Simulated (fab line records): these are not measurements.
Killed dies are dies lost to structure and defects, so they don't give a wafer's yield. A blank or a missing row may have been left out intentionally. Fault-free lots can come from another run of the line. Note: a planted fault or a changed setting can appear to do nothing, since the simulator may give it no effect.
Matching of chambers	flow nandHarc	4 sister chambers for NHARC_A_M1_CMP_23 on cmp-01
The step polishes, t overpolish 20 s, target thk 154.34 nm. 8 wafers are shown with their chamber, then 12 later ones without.

## EACH WAFER AND ITS CHAMBER
wafer	chamber	motorCurrentA (A)	timeToEndpointS (s)
L080.1	0	12.1	29.5
L079.4	3	11.9	29.8
L083.4	3	12.7	31.4
L083.6	0	12.4	32.0
L085.6	2	12.5	28.7
L086.3	1	10.0	27.1
L086.4	2	11.5	29.5
L086.5	1	9.8	27.8

## WAFERS WHOSE CHAMBER IS MISSING
wafer	motorCurrentA (A)	timeToEndpointS (s)
L089.2	10.1	29.7
L089.5	12.1	31.8
L089.6	9.8	31.3
L090.1	10.1	27.3
L090.2	12.7	32.4
L090.4	12.3	31.9
L097.2	12.9	29.9
L097.3	12.7	33.0
L097.4	10.1	27.4
L096.2	10.5	31.3
L096.3	12.2	31.5
L096.6	9.7	30.4

## THE CHAMBER EACH PASSED THROUGH
wafer	from the rows above	in truth
L089.2	1	1
L089.5	can't be placed: 0 or 3 or 2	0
L089.6	can't be placed: 1 or 2 or 0 or 3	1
L090.1	1	1
L090.2	can't be placed: 0 or 3 or 2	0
L090.4	can't be placed: 0 or 3 or 2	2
L097.2	can't be placed: 3 or 0 or 2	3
L097.3	can't be placed: 0 or 3 or 2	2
L097.4	1	1
L096.2	can't be placed: 1 or 2 or 0 or 3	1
L096.3	can't be placed: 0 or 3 or 2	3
L096.6	1	1
4 of 12 placed correctly. Not placeable from these rows: 8 (in 8, the candidates include the true chamber). 0 placed wrongly.
How it was worked out, from the rows above alone: a wafer's distance from a chamber is the root of the sum, over the readings, of the square of ((its reading less the chamber's mean) divided by the reading's scatter). If the next closest chamber is less than 2 further off than the closest, the wafer can't be placed; otherwise it belongs to the closest. Each chamber's mean is taken over the wafers shown for it. The scatter is the square root of a quotient: the sum, over the shown wafers, of each reading's squared deviation from its chamber's mean, divided by wafers minus chambers.
